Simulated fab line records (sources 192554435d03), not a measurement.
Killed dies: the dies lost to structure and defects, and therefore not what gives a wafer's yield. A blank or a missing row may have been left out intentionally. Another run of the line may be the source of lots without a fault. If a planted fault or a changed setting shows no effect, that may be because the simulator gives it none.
What tool caused it? / flow n5_finfet / 12 lots with 36 wafers sampled at 2 steps, on a route of 1938 steps

WHAT THE GAUGES READ, wafer by wafer
N5_FIN_SAQP_INSPECT_18: inspects for defects (brightfield).
lot=L075; measured=day 2 03:34; on=defect_inspect-01; raw_defect_count=699 679 609
lot=L077; measured=day 2 15:21; on=defect_inspect-02; raw_defect_count=251 330 186
lot=L079; measured=day 3 03:19; on=defect_inspect-02; raw_defect_count=329 448 297
lot=L081; measured=day 3 16:27; on=defect_inspect-02; raw_defect_count=363 353 455
lot=L083; measured=day 4 04:47; on=defect_inspect-01; raw_defect_count=285 434 313
lot=L085; measured=day 4 16:19; on=defect_inspect-01; raw_defect_count=510 586 492
lot=L087; measured=day 5 06:21; on=defect_inspect-01; raw_defect_count=485 468 433
lot=L089; measured=day 5 16:13; on=defect_inspect-01; raw_defect_count=346 389 614
lot=L091; measured=day 6 04:02; on=defect_inspect-02; raw_defect_count=392 197 317
lot=L093; measured=day 6 15:40; on=defect_inspect-02; raw_defect_count=725 603 708
lot=L095; measured=day 7 04:22; on=defect_inspect-01; raw_defect_count=392 667 430
lot=L097; measured=day 7 15:40; on=defect_inspect-01; raw_defect_count=345 356 318

WHAT TOOL EACH LOT RAN ON (gives the tool, then ch and the chambers of the sampled wafers, and finally the start)
lot=L075; N5_FIN_SAQP_HM_DEP_72=pecvd-02 ch 0,1,2, day 2 03:04
lot=L077; N5_FIN_SAQP_HM_DEP_72=pecvd-04 ch 0,1,2, day 2 14:50
lot=L079; N5_FIN_SAQP_HM_DEP_72=pecvd-02 ch 0,1,2, day 3 02:56
lot=L081; N5_FIN_SAQP_HM_DEP_72=pecvd-04 ch 0,2, day 3 15:56
lot=L083; N5_FIN_SAQP_HM_DEP_72=pecvd-04 ch 1,2, day 4 04:15
lot=L085; N5_FIN_SAQP_HM_DEP_72=pecvd-01 ch 0,2, day 4 15:46
lot=L087; N5_FIN_SAQP_HM_DEP_72=pecvd-01 ch 0,1,2, day 5 05:50
lot=L089; N5_FIN_SAQP_HM_DEP_72=pecvd-01 ch 0,1,2, day 5 15:50
lot=L091; N5_FIN_SAQP_HM_DEP_72=pecvd-04 ch 0,1, day 6 03:31
lot=L093; N5_FIN_SAQP_HM_DEP_72=pecvd-02 ch 0,1,2, day 6 15:10
lot=L095; N5_FIN_SAQP_HM_DEP_72=pecvd-04 ch 0,1, day 7 03:59
lot=L097; N5_FIN_SAQP_HM_DEP_72=pecvd-01 ch 1,2, day 7 15:16
- N5_FIN_SAQP_HM_DEP_72: deposits SiO2 from SiH4/N2O, target thk 12 nm, time 7.2 s.

THE ANSWER, worked out from the rows above alone
Rule: what is usual is taken from the lots themselves. The widest of any qualifying gaps counts: lots, ordered by their means at a reading, are off when they make up no more than a third of the lots, leave a main group of 4 or more, and stand apart from it by 3 or more times the standard deviation of that group's means. Not used: any main group whose means are identical at the precision the tables above print for the reading. A lot without any number at a reading at which 4 lots or more have one is off too. All remaining lots with rows at the step are treated as sound.
Nothing can be told from this: no lot is off at any reading shown.

WHAT THE SIMULATOR HAD PUT IN
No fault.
